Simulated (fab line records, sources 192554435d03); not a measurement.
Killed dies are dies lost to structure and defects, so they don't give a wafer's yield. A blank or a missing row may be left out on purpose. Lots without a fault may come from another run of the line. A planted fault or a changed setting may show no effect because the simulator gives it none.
fab line records | flow n5_finfet
record lots=6 wafers=18 last_day=18
route steps=1938 shown ZERO_LAYER@5 BEOL_M4@1111 PASSIVATION@1936
lots that met no fault: from a run of the same line without faults
start_h: hours from the record's first day to the start of the lot's first wafer shown | wait_h: hours since the lot's step before | " the same as in the row above | L1.1+2: a row that stands for several wafers | - no value, or no start given | * or withheld: withheld | < > ~ a bound
route shown NAME@n: a module of which the file shows steps, and the number in the route of the first | usual: mean/standard deviation of fault-free wafers | same: alike in all rows | chamber/n: place in a boat | sites: the reading at each site | _std_site: their standard deviation | _edge_site: outer sites' mean less inner sites' | radius_mm: how far each site lies from the wafer's centre | mask NAME#n: copy n | behind: the tool/chamber that last shaped the wafer | hold: why the lot was held/for how many hours/how that ended | device: the transistor (n, p or np) that didn't switch | end of line: the same wafers' tests at the end of the route | a step without rows: its recipe alone | killed: dies lost to structure and defects at the first sort, not the wafer's yield | map: a wafer's dies, x killed, . not, _ none there
set.NAME: the setting as run; set.NAME@STEP: as run at that earlier step | model.NAME: the simulator's own value behind a step, which no gauge read
lots at some steps of the route; a table a step, a row a wafer
services: from which hour (start_h, from the record's first day; less than 0 if before it) a tool's chamber was out of use, for how many hours, and why
## steps
# step N5_ZERO_LAYER_HMDS_04
# recipe time_s=60 temp_c=120
# step N5_ZERO_LAYER_COAT_05
# recipe spin_rpm=1500 resist_thk_nm=1000
# step N5_ZERO_LAYER_EBR_07
# recipe solvent=PGMEA ebr_width_mm=1.5
# step N5_ZERO_LAYER_SOFTBAKE_06
# recipe temp_c=100 time_s=90
# step N5_ZERO_LAYER_EXPOSE_08
# recipe mask_id=ZERO na=0.55 source_shape=conventional sigma_outer=0.8 polarization=unpolarized defocus_nm=0 target_cd_nm=2000 dose_mj=16.2
# step N5_ZERO_LAYER_PEB_09
# recipe peb_temp_c=withheld peb_time_s=*
# step N5_ZERO_LAYER_DEVELOP_10
# recipe develop_time_s=60 rinse_liquid=diw dry=air_spin dev_temp_c=21
# step N5_ZERO_LAYER_HARDBAKE_23
# recipe temp_c=130 time_s=120
# step N5_ZERO_LAYER_CD_MEAS_11
# recipe target_cd_nm=2000 landing_energy_ev=500 detector=se_inlens
# usual cd_nm=2002.7/2.5
# columns lot.wafer tool chamber start_h wait_h cd_nm
L343.1 cd_sem-01 0 54.74 - 2001.5
L343.3 " 0 " " 2002.1
L343.4 " 0 " " 2000.1
L344.4 cd_sem-03 0 60.77 - 2006.6
L344.5 " 0 " " 2002.5
L344.6 " 0 " " 2004.1
L348.1 cd_sem-01 0 84.65 - 2002.2
L348.3 " 0 " " 2002.2
L348.6 " 0 " " 2004.2
L349.1 cd_sem-01 0 90.79 - 2003.6
L349.4 " 0 " " 2003.1
L349.5 " 0 " " 2004.1
L357.2 cd_sem-02 0 138.78 - 1999.9
L357.4 " 0 " " 2003.0
L357.6 " 0 " " 2001.7
L359.3 cd_sem-03 0 150.64 - 2003.1
L359.5 " 0 " " 2001.4
L359.6 " 0 " " 2004.6
# step N5_ZERO_LAYER_DESCUM_16
# recipe chemistry=O2 time_s=7.9 source_power_w=50 bias_power_w=20 pressure_mtorr=20 rf_frequency_hz=2.712e+07 temp_c=40 o2_flow_sccm=225
# usual drypump_motor_current_A=5.7/0.31 oes_product_au=0.82/0.074 rf_vpp_V=243.2/1.3 showerhead_plenum_p_Torr=2.11/0.067 throttle_valve_pct=20.38/0.24
# columns lot.wafer tool chamber start_h wait_h drypump_motor_current_A oes_product_au rf_hours_counter_h rf_vpp_V showerhead_plenum_p_Torr throttle_valve_pct
L343.1 rie_diel-04 3 55.07 0.3 5.0 0.81 86 244.0 2.11 19.89
L343.3 " 2 " " 6.0 0.74 182 241.3 2.00 20.42
L343.4 " 0 " " 5.7 0.85 66 243.6 2.15 20.58
L344.4 rie_diel-04 0 60.93 0.2 5.7 0.84 69 242.8 2.15 20.58
L344.5 " 2 " " 6.1 0.74 - 241.9 1.99 20.42
L344.6 " 3 " " 5.1 0.81 - 243.4 2.10 19.90
L348.1 rie_diel-01 1 84.96 0.3 5.9 0.75 165 242.2 2.02 20.68
L348.3 " 2 " " 6.3 0.75 148 243.9 2.19 20.46
L348.6 " 0 " " 5.8 0.88 - 242.7 2.16 20.20
L349.1 rie_diel-03 1 90.83 0.0 5.4 0.84 78 245.6 2.11 20.11
L349.4 " 2 " " 5.7 0.79 119 244.1 2.18 20.60
L349.5 " 3 " " 5.8 0.72 - 242.9 2.08 20.55
L357.2 rie_diel-01 3 138.81 0.0 5.7 0.78 128 243.1 1.99 20.45
L357.4 " 1 " " 5.9 0.73 181 240.8 2.02 20.71
L357.6 " 3 " " 5.7 0.78 - 242.0 1.99 20.43
L359.3 rie_diel-01 0 150.69 0.0 5.8 0.85 43 245.1 2.16 20.24
L359.5 " 3 " " 5.7 0.78 - 242.8 1.99 20.43
L359.6 " 2 " " 6.3 0.74 - 243.7 2.19 20.51
# step N5_ZERO_LAYER_ETCH_17
# recipe chemistry=CF4 target=SiO2 target_depth_a=120 time_s=13.3 ion_energy_ev=350 pressure_mtorr=40 source_w=450 bias_w=215 Ar_flow_sccm=100 cf4_flow_sccm=100
# usual bias_w=215.1/0.69 drypump_motor_current_A=5.7/0.32 oes_product_au=0.83/0.073 rf_vpp_V=949/4.4 showerhead_plenum_p_Torr=2.15/0.066 throttle_valve_pct=15.60/0.22
# columns lot.wafer tool chamber start_h wait_h bias_w drypump_motor_current_A oes_product_au rf_hours_counter_h rf_vpp_V showerhead_plenum_p_Torr throttle_valve_pct
L343.1 rie_diel-04 3 55.10 0.0 214.0 5.1 0.81 86 951 2.16 15.26
L343.3 " 2 " " 214.9 6.0 0.73 182 942 2.05 15.78
L343.4 " 0 " " 214.3 5.7 0.84 66 952 2.17 15.59
L344.4 rie_diel-04 0 60.96 0.0 213.2 5.7 0.83 69 950 2.17 15.61
L344.5 " 2 " " 216.0 6.0 0.73 - 944 2.05 15.77
L344.6 " 3 " " 214.2 5.0 0.82 - 950 2.16 15.28
L348.1 rie_diel-01 1 84.99 0.0 214.3 5.9 0.75 165 941 2.06 15.80
L348.3 " 2 " " 214.8 6.3 0.77 148 952 2.23 15.65
L348.6 " 0 " " 215.1 5.8 0.88 - 950 2.20 15.39
L349.1 rie_diel-03 1 90.86 0.0 214.1 5.3 0.83 78 950 2.17 15.43
L349.4 " 2 " " 214.9 5.6 0.80 119 956 2.24 15.93
L349.5 " 3 " " 215.6 5.9 0.74 - 947 2.15 15.89
L357.2 rie_diel-01 3 138.85 0.0 215.6 5.7 0.77 128 942 2.07 15.79
L357.4 " 1 " " 215.9 5.9 0.74 181 940 2.06 15.82
L357.6 " 3 " " 215.5 5.7 0.77 - 945 2.07 15.80
L359.3 rie_diel-01 0 150.73 0.0 214.7 5.8 0.85 43 952 2.19 15.42
L359.5 " 3 " " 216.3 5.7 0.76 - 943 2.07 15.80
L359.6 " 2 " " 214.0 6.3 0.76 - 954 2.23 15.69
# step N5_ZERO_LAYER_ETCH_18
# recipe chemistry=HBr/Cl2 target=Si target_depth_a=1200 time_s=40 pressure_mtorr=10 icp_w=800 bias_w=75 HBr_flow_sccm=150 Cl2_flow_sccm=80
# usual bias_w=74.97/0.19 drypump_motor_current_A=5.5/0.43 mfc_cl2_sccm=79.96/0.23 oes_product_au=0.999/0.012 throttle_valve_pct=36.4/0.47
# columns lot.wafer tool chamber start_h wait_h bias_w drypump_motor_current_A mfc_cl2_sccm oes_product_au rf_hours_counter_h throttle_valve_pct
L343.1 rie_si-03 1 55.18 0.0 75.12 4.7 79.84 1.008 105 36.0
L343.3 " 3 " " 75.35 5.9 80.09 0.971 6 36.5
L343.4 " 0 " " 74.93 5.9 79.53 0.992 22 35.6
L344.4 rie_si-05 2 61.03 0.0 74.85 5.5 79.86 0.992 0 35.6
L344.5 " 0 " " 75.26 5.8 80.09 1.012 - 36.6
L344.6 " 1 " " 74.88 5.3 79.76 1.017 - 36.7
L348.1 rie_si-03 3 85.07 0.0 75.41 5.9 80.11 0.982 7 36.5
L348.3 " 1 " " 74.96 4.7 79.65 1.017 106 36.0
L348.6 " 2 " " 75.00 5.6 79.81 1.002 - 37.3
L349.1 rie_si-05 1 90.94 0.0 75.13 5.3 80.19 1.021 3 36.7
L349.4 " 3 " " 75.09 5.2 79.92 0.990 74 36.5
L349.5 " 0 " " 75.14 5.9 79.89 1.016 - 36.6
L357.2 rie_si-05 2 138.92 0.0 74.91 5.5 79.76 0.993 1 35.6
L357.4 " 1 " " 75.02 5.3 79.98 1.009 4 36.7
L357.6 " 2 " " 74.94 5.5 80.09 0.992 - 35.6
L359.3 rie_si-05 0 150.80 0.0 74.85 5.8 80.23 1.013 95 36.5
L359.5 " 2 " " 74.96 5.5 80.28 1.001 - 35.6
L359.6 " 1 " " 75.14 5.3 79.94 1.018 - 36.7
# step N5_ZERO_LAYER_STRIP_24
# recipe chemistry=O2 power_w=1000 temp_c=250 overash_fraction=0.3 pressure_mtorr=1000 o2_flow_sccm=6750
# usual chamber_pressure_mTorr=999.9/0.97 drypump_motor_current_A=5.8/0.48 heater_power_w=327/37 oes_product_au=0.647/0.0046 strip_time_to_endpoint_s=43.80/0.078
# columns lot.wafer tool chamber start_h wait_h chamber_pressure_mTorr drypump_motor_current_A heater_power_w oes_product_au rf_hours_counter_h strip_time_to_endpoint_s model.coat_of_ZERO_LAYER_COAT_05.thk_nm
L343.1 plasma_asher-01 0 55.28 0.1 999.6 6.2 298 0.649 34 43.91 0
L343.3 " 0 " " 999.8 6.2 302 0.651 - 43.84 0
L343.4 " 1 " " 1000.7 5.8 329 0.647 - 43.86 0
L344.4 plasma_asher-02 1 61.16 0.1 1000.0 6.1 394 0.640 - 43.70 0
L344.5 " 1 " " 1001.4 6.1 389 0.646 - 43.77 0
L344.6 " 0 " " 999.0 4.9 290 0.647 - 43.64 0
L348.1 plasma_asher-01 0 85.19 0.1 - - - - - - 931.4
L348.3 " 1 " " - - - - - - 929.7
L348.6 " 0 " " - - - - - - 925.9
L349.1 plasma_asher-01 0 91.04 0.1 - - - - - - 926.8
L349.4 " 0 " " - - - - - - 924.8
L349.5 " 0 " " - - - - - - 927.9
L357.2 plasma_asher-02 0 139.03 0.1 1000.8 4.9 294 0.646 94 43.86 0
L357.4 " 0 " " 1000.1 4.9 289 0.649 - 43.85 0
L357.6 " 0 " " 999.3 4.9 284 0.651 - 43.75 0
L359.3 plasma_asher-02 0 150.92 0.1 999.1 4.9 296 0.642 - 43.87 0
L359.5 " 0 " " 1001.0 4.9 291 0.650 - 43.95 0
L359.6 " 1 " " 999.6 6.1 384 0.655 - 43.77 0
# step N5_ZERO_LAYER_STRIP_19
# recipe chemistry=SPM time_s=900 temp_c=130 h2so4_h2o2_vol_ratio=4 dry=ipa_marangoni
# step N5_BEOL_M4_RC_MEAS_101
# usual DIBL_N=37.1/2.4 DIBL_P=37/3 IOFF_N=0.18/0.053 IOFF_P=0.21/0.05 ION_N=674/14 ION_P=459/9.2 SS_N=72.1/0.9 SS_P=73.4/0.89 VT_N=250/3.8 VT_P=-251/3.7
# columns lot.wafer tool chamber start_h wait_h DIBL_N[mV/V] DIBL_P[mV/V] IOFF_N[nA/um] IOFF_P[nA/um] ION_N[uA/um] ION_P[uA/um] SS_N[mV/dec] SS_P[mV/dec] VT_N[mV] VT_P[mV]
L343.1 prober-02 0 213.64 0.0 35.3 34 0.14 0.21 671 457 70.7 72.4 249 -251
L343.3 " 0 " " 38.3 36 0.18 0.23 684 464 72.6 73.5 251 -248
L343.4 " 0 " " 35.8 33 0.14 0.18 651 453 71.8 72.6 255 -255
L344.4 prober-01 0 232.50 0.5 36.2 34 0.15 0.18 667 454 70.7 72.9 251 -254
L344.5 " 0 " " 37.8 37 0.18 0.21 664 454 71.8 73.5 250 -253
L344.6 " 0 " " 35.5 33 0.13 0.17 658 449 71.1 72.3 253 -253
L348.1 prober-02 0 254.14 0.0 34.5 33 0.12 0.15 667 456 71.0 72.0 253 -258
L348.3 " 0 " " 36.3 37 0.17 0.20 675 456 71.9 73.2 248 -252
L348.6 " 0 " " 35.9 37 0.16 0.19 672 459 72.0 72.9 249 -252
L349.1 prober-01 0 257.22 0.0 40.1 41 0.26 0.29 690 470 73.4 74.9 245 -246
L349.4 " 0 " " 36.5 36 0.17 0.21 663 457 72.8 74.3 251 -250
L349.5 " 0 " " 32.3 31 0.11 0.14 649 443 71.4 72.0 257 -254
L357.2 prober-02 0 309.45 0.2 36.6 37 0.19 0.18 665 444 73.1 73.8 248 -254
L357.4 " 0 " " 32.3 33 0.11 0.14 658 448 70.8 71.9 252 -259
L357.6 " 0 " " 30.6 29 0.09 0.10 637 431 71.0 71.6 257 -261
L359.3 prober-01 0 312.76 0.3 37.9 37 0.19 0.20 679 455 72.6 72.7 249 -251
L359.5 " 0 " " 39.7 39 0.22 0.23 686 462 73.2 72.7 248 -248
L359.6 " 0 " " 40.3 40 0.21 0.24 682 449 72.5 74.8 248 -252
# step N5_PASSIVATION_PROBE_49
# usual defect_limited_yield=91.6/1.4 killed_at_M0_to_M3=32/9.5 killed_at_M4_up=13/6 killed_at_contacts=12/5.6 killed_at_front_end=39/11 killed_at_other=2.8/2.3 killed_dies=99/16 killed_open=65/12 killed_short=32/7.6 sort_bin_4_leakage=0.1/0.88 sort_bin_5_function=4.8/0.88 sort_bin_6_memory=3.2/0.65 sort_bin_8_speed=0.2/2 sort_n_pass=1077/29 sort_yield_pct=91.2/2.5
# same gross_dies=1180 killed_at_back_side=0
# columns lot.wafer tool chamber start_h wait_h defect_limited_yield[%] killed_at_M0_to_M3 killed_at_M4_up killed_at_contacts killed_at_front_end killed_at_other killed_dies killed_open killed_short sort_bin_4_leakage[%] sort_bin_5_function[%] sort_bin_6_memory[%] sort_bin_8_speed[%] sort_n_pass sort_yield_pct[%]
L343.1 prober-01 - 320.60 0.0 91.5 41 2 13 40 4 100 60 38 0 5.2 3.1 0 1080 91.5
L343.3 prober-01 - 320.70 0.1 93.6 20 10 9 31 6 76 47 23 0 3.6 2.1 0 1104 93.6
L343.4 prober-01 - 320.75 0.2 94.1 28 8 10 19 5 70 41 28 0 3.8 1.9 0 1110 94.1
# killed by level:class
L343.1 FIN_SAQP:geometric_particle:open=16 MOL_CONTACT_COAG:geometric_particle:open=11 BEOL_M0_SAQP:geometric_particle:short=11 BEOL_M0_SAQP:geometric_particle:open=8 BEOL_M3:geometric_particle:short=6 BEOL_M1:geometric_particle:open=5 FIN_SAQP:geometric_particle:short=4 SPACER0:geometric_particle:open=4
L343.3 MOL_CONTACT_COAG:geometric_particle:open=8 BEOL_M4:geometric_particle:open=6 FIN_SAQP:geometric_particle:short=5 BEOL_M0_SAQP:geometric_particle:open=5 BEOL_M3:geometric_particle:open=5 HKMG_FIN:area_etch=5 DUMMY_GATE:geometric_particle:open=4 BEOL_M1:geometric_particle:open=4
L343.4 BEOL_M0_SAQP:geometric_particle:short=7 MOL_CONTACT_COAG:geometric_particle:open=6 FIN_SAQP:geometric_particle:open=5 BEOL_M2:geometric_particle:open=5 STARTING-WAFER:geometric_particle:short=5 MOL_CONTACT_COAG:geometric_particle:short=4 BEOL_M0_SAQP:geometric_particle:open=4 BEOL_M3:geometric_particle:open=4
## services
# columns tool chamber start_h hours kind
rie_si-05 2 36.71 - clean
rie_si-05 2 36.71 - consumable_replace:esc
rie_si-05 2 36.71 - consumable_replace:focus_ring
rie_si-05 2 36.71 21.5 scheduled_down
rie_si-05 2 36.71 21.5 vent_cycle
rie_diel-01 - 44.12 14.6 pm
rie_diel-04 3 63.58 3.9 repair
rie_diel-01 3 74.90 5.1 repair
plasma_asher-02 - 84.41 1.2 repair
plasma_asher-02 - 97.19 2.7 repair
rie_si-05 3 121.11 9.0 repair
rie_diel-04 - 146.76 2.8 pm
## key
first_sign step=N5_ZERO_LAYER_STRIP_24 reading=tool_record direction=missing
effect none on later readings
model_effect step=N5_ZERO_LAYER_STRIP_24 value=coat_of_ZERO_LAYER_COAT_05.thk_nm without=0 struck=927.8
met_at N5_ZERO_LAYER_STRIP_24
struck_wafers L348.1,L348.3,L348.6,L349.1,L349.4,L349.5
onset_between 55.28 85.19
fault kind=skipped_step_whole tool=plasma_asher-01 chamber=- onset_h=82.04 steps=N5_ZERO_LAYER_STRIP_24 scope=struck_lots_only
